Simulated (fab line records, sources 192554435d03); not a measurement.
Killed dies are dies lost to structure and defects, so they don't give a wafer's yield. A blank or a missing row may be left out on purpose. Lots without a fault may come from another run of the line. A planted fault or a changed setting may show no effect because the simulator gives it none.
Chamber matching | flow n5_finfet | N5_STI_FIN_REVEAL_STRIP_24 on rie_diel-04: 4 sister chambers
The step strips in N2/H2, time 90 s. 22 wafers are shown with their chamber, then 11 later ones without.

WAFERS WITH THEIR CHAMBER
wafer  | chamber | drypump_motor_current_A (A) | showerhead_plenum_p_Torr (Torr) | oes_product_au (a.u.)
L076.1 | 1       | 5.4                         | 3.37                            | 0.71
L076.2 | 2       | 5.7                         | 3.52                            | 0.79
L076.4 | 0       | 5.9                         | 3.40                            | 0.81
L078.3 | 1       | 5.4                         | 3.36                            | 0.70
L078.5 | 1       | 5.4                         | 3.36                            | 0.70
L078.6 | 0       | 5.9                         | 3.40                            | 0.81
L080.1 | 2       | 5.7                         | 3.51                            | 0.77
L080.2 | 0       | 5.9                         | 3.40                            | 0.80
L080.4 | 0       | 5.9                         | 3.40                            | 0.80
L084.3 | 0       | 5.9                         | 3.39                            | 0.79
L084.5 | 1       | 5.4                         | 3.35                            | 0.69
L084.6 | 2       | 5.7                         | 3.51                            | 0.76
L085.1 | 0       | 6.0                         | 3.39                            | 0.79
L085.3 | 1       | 5.4                         | 3.35                            | 0.68
L085.5 | 2       | 5.7                         | 3.51                            | 0.77
L089.3 | 3       | 5.0                         | 3.59                            | 0.95
L089.5 | 0       | 5.9                         | 3.39                            | 0.78
L089.6 | 1       | 5.4                         | 3.35                            | 0.68
L090.3 | 2       | 5.7                         | 3.50                            | 0.76
L090.4 | 1       | 5.4                         | 3.35                            | 0.69
L090.6 | 3       | 5.0                         | 3.59                            | 0.94
L092.2 | 1       | 5.4                         | 3.35                            | 0.68

SIGNATURES (means of the wafers above)
reading                  | chamber 0 | chamber 1 | chamber 2 | chamber 3 | scatter within a chamber
drypump_motor_current_A  | 5.914     | 5.400     | 5.700     | 5.000     | 0.0218
showerhead_plenum_p_Torr | 3.3957    | 3.3550    | 3.5100    | 3.5900    | 0.00655
oes_product_au           | 0.7971    | 0.6913    | 0.7700    | 0.9450    | 0.0113
Rule: a wafer's distance from a chamber is the root of the sum, over the readings, of the square of ((its reading less the chamber's mean) divided by the reading's scatter). The wafer belongs to the nearest chamber; if the next one is less than 2 further off, it can't be placed. The scatter: the root of (the sum of the squares of (reading less its chamber's mean) over the shown wafers, divided by (wafers less chambers)).

WAFERS WITHOUT THEIR CHAMBER
wafer  | drypump_motor_current_A (A) | showerhead_plenum_p_Torr (Torr) | oes_product_au (a.u.)
L092.3 | 5.0                         | 3.59                            | 0.93
L092.4 | 5.7                         | 3.50                            | 0.77
L095.2 | 5.0                         | 3.58                            | 0.91
L095.3 | 5.7                         | 3.49                            | 0.74
L095.4 | 5.9                         | 3.38                            | 0.77
L096.3 | 5.0                         | 3.58                            | 0.89
L096.5 | 5.4                         | 3.35                            | 0.96
L096.6 | 5.9                         | 3.38                            | 0.77
L097.1 | 5.7                         | 3.49                            | 0.73
L097.4 | 5.4                         | 3.34                            | 0.94
L097.5 | 5.0                         | 3.58                            | 0.90

WHICH CHAMBER EACH WENT THROUGH
wafer  | from the rows above | in truth
L092.3 | 3                   | 3
L092.4 | 2                   | 2
L095.2 | 3                   | 3
L095.3 | 2                   | 2
L095.4 | 0                   | 0
L096.3 | 3                   | 3
L096.5 | 1                   | 1
L096.6 | 0                   | 0
L097.1 | 2                   | 2
L097.4 | 1                   | 1
L097.5 | 3                   | 3
Placed correctly: 11 of 11. Can't be placed from these rows: 0. Placed wrongly: 0.
